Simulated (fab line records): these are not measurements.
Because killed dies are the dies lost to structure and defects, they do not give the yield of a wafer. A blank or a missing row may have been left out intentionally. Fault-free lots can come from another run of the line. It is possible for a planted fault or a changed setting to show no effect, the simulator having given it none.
Matching of chambers | flow n5_finfet | 3 sister chambers for N5_BEOL_M2_CO_CAP_55 on cvd_co-02
The step material Co, precursor CCTBA/H2, target thk 2 nm, time 102.1 s. 30 wafers are shown with their chamber, then 12 later ones without.

== WAFERS PAIRED WITH THEIR CHAMBERS ==
wafer  | chamber | heater_power_w (W)
L074.2 | 1       | 289
L074.3 | 0       | 263
L074.5 | 1       | 287
L075.3 | 1       | 276
L075.4 | 0       | 270
L075.6 | 1       | 285
L077.1 | 2       | 217
L077.2 | 0       | 268
L077.3 | 1       | 274
L077.4 | 2       | 220
L077.5 | 0       | 264
L077.6 | 1       | 289
L078.1 | 1       | 285
L078.2 | 2       | 209
L078.3 | 0       | 271
L078.4 | 1       | 281
L078.5 | 0       | 265
L078.6 | 2       | 216
L082.1 | 0       | 273
L082.2 | 1       | 278
L082.3 | 2       | 219
L082.4 | 1       | 284
L082.5 | 0       | 261
L082.6 | 2       | 207
L088.1 | 2       | 212
L088.2 | 1       | 283
L088.4 | 0       | 276
L089.1 | 1       | 285
L089.3 | 2       | 210
L089.5 | 2       | 220

SIGNATURES (means of the wafers above)
reading        | chamber 0 | chamber 1 | chamber 2 | scatter within a chamber
heater_power_w | 267.89    | 283.00    | 214.44    | 4.96
Rule: distance of a wafer from a chamber = root of the sum over the readings of ((wafer's reading minus chamber's mean) / reading's scatter) squared. If the next closest chamber is less than 2 further off than the closest, the wafer can't be placed; otherwise it belongs to the closest. The scatter: take each reading less its chamber's mean, square it, sum over the shown wafers, divide by the number of wafers less the number of chambers, and take the root.

== WAFERS MISSING THEIR CHAMBER ==
wafer  | heater_power_w (W)
L091.1 | 284
L091.2 | 216
L091.3 | 268
L091.4 | 215
L091.5 | 267
L091.6 | 282
L096.3 | 270
L096.5 | 273
L096.6 | 218
L097.1 | 273
L097.3 | 214
L097.5 | 212

== THE CHAMBER EACH PASSED THROUGH ==
wafer  | from the rows above     | in truth
L091.1 | 1                       | 1
L091.2 | 2                       | 2
L091.3 | 0                       | 0
L091.4 | 2                       | 2
L091.5 | 0                       | 0
L091.6 | 1                       | 1
L096.3 | 0                       | 0
L096.5 | can't be placed: 0 or 1 | 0
L096.6 | 2                       | 2
L097.1 | can't be placed: 0 or 1 | 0
L097.3 | 2                       | 2
L097.5 | 2                       | 2
10 of 12 placed correctly. From these rows, 2 cannot be placed; in 2 the true chamber is one of the candidates. Placed wrongly: 0.
